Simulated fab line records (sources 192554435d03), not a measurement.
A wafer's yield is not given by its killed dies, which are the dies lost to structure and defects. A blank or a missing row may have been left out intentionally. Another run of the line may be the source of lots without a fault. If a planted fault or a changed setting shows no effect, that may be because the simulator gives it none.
A struck lot beside a sound one -- flow n5-finfet -- 34 steps out of a route of 1938
Sound: wafers L896.2, L896.4, L896.6. The struck wafers were L897.2, L897.5, L897.6. The cause is named last.
Per side, at each step with rows, come the tool, then ch with its chambers, and then its first start. Under that, the readings that differ: sound wafers -- struck wafers -- difference of the means -- sigmas: that difference in standard deviations of wafers without a fault.
alike: readings whose means differ by less than 2 such deviations, and words and numbers that are the same on both sides. not compared: withheld readings, readings that some wafer has no value for, bounds like >300 that may hide the same value, and numbers for which the record gives no deviation and whose values overlap.
The two part at a step that has a row with sigmas, a row that says differs or no value, or rows on one side only. Numbers that have no deviation but don't overlap get no sigmas and don't part them. A reading that every wafer of one side lacks parts them only if that side has two wafers or more.

first, 10 steps without rows for these wafers: N5_BEOL_M10_HM_STRIP_39 (strips TiN in peroxide tin strip, target depth 25 nm, time 158 s); N5_BEOL_M10_SRD_40 (time 30 s); N5_BEOL_M10_PRECLEAN_42 (cleans in residue remover, time 60 s); N5_BEOL_M10_SRD_43 (time 30 s); N5_BEOL_M10_CURE_72 (cures SiCOH lowk, time 120 s); N5_BEOL_M10_DEGAS_44 (time 60 s); N5_BEOL_M10_PRE_CLEAN_45 (time 30 s); N5_BEOL_M10_ALD_74 (deposits TaN, target thk 2 nm, pulse time 2 s, purge time 3 s); N5_BEOL_M10_SURFACE_TREAT_76; N5_BEOL_M10_CVD_75 (deposits Co from CCTBA/H2, target thk 2 nm, time 138.9 s).
N5_BEOL_M10_SPUTTER_48: material Cu, target thk 12 nm, time 2 s.
  sound on pvd-sputter-01 at day 12 13:34; struck on pvd-sputter-03 at day 13 06:26
  alike: cathode-dc-power-W, throttle-valve-pct
then, 22 steps without rows for these wafers: N5_BEOL_M10_ECD_50 (material Cu, target thk 318 nm); N5_BEOL_M10_ANNEAL_51 (time 90 s); N5_BEOL_M10_CMP_52 (polishes, stops on SiCOH lowk, t overpolish 7 s, target thk 140 nm); N5_BEOL_M10_PRE_CLEAN_55 (time 15 s); N5_BEOL_M10_DEP_56 (deposits SiCN from 3MS/NH3, target thk 15 nm, time 26.5 s); N5_BEOL_M11_ILD_DEP_00 (deposits SiCOH lowk from DEMS/porogen, target thk 308.51 nm, time 58 s); N5_BEOL_M11_CURE_71 (cures SiCOH lowk, time 240 s); N5_BEOL_M11_PECVD_70 (deposits SiO2 from TEOS/O2, target thk 20 nm, time 22.7 s); N5_BEOL_M11_HM_DEP_02 (deposits TiN, target thk 20 nm); N5_BEOL_M11_COAT_59 (time 60 s, resist thk 100 nm); N5_BEOL_M11_COAT_60 (time 60 s, resist thk 30 nm); N5_BEOL_M11_COAT_05 (resist thk 90 nm); N5_BEOL_M11_EBR_07; N5_BEOL_M11_SOFTBAKE_06 (time 60 s); N5_BEOL_M11_EXPOSE_08 (exposes mask M11); N5_BEOL_M11_PEB_09 (peb time 60 s); N5_BEOL_M11_DEVELOP_10 (develop time 30 s); N5_BEOL_M11_DESCUM_16 (chemistry O2, time 7.9 s); N5_BEOL_M11_ETCH_61 (etches SiARC in CF4, target depth 39 nm, time 65 s); N5_BEOL_M11_ETCH_62 (etches SOC in N2/H2, target depth 110 nm, overetch 22 nm, time 165 s); N5_BEOL_M11_STRIP_68 (strips in N2/H2); N5_BEOL_M11_STRIP_67 (strips in CF4).
-- a jump in the record: the struck wafers' starts before and after are 2 days apart (it breaks off in module BEOL_M11 and resumes in module PASSIVATION, where the first step shown is number 1936 of the route) --
N5_PASSIVATION_PROBE_49:
  record: rows for the struck wafers here (prober-01, day 15 14:56), none for the sound ones

== WHERE THEY PART ==
Only at N5_PASSIVATION_PROBE_49, within this record.

WHY: the cause the simulator had injected
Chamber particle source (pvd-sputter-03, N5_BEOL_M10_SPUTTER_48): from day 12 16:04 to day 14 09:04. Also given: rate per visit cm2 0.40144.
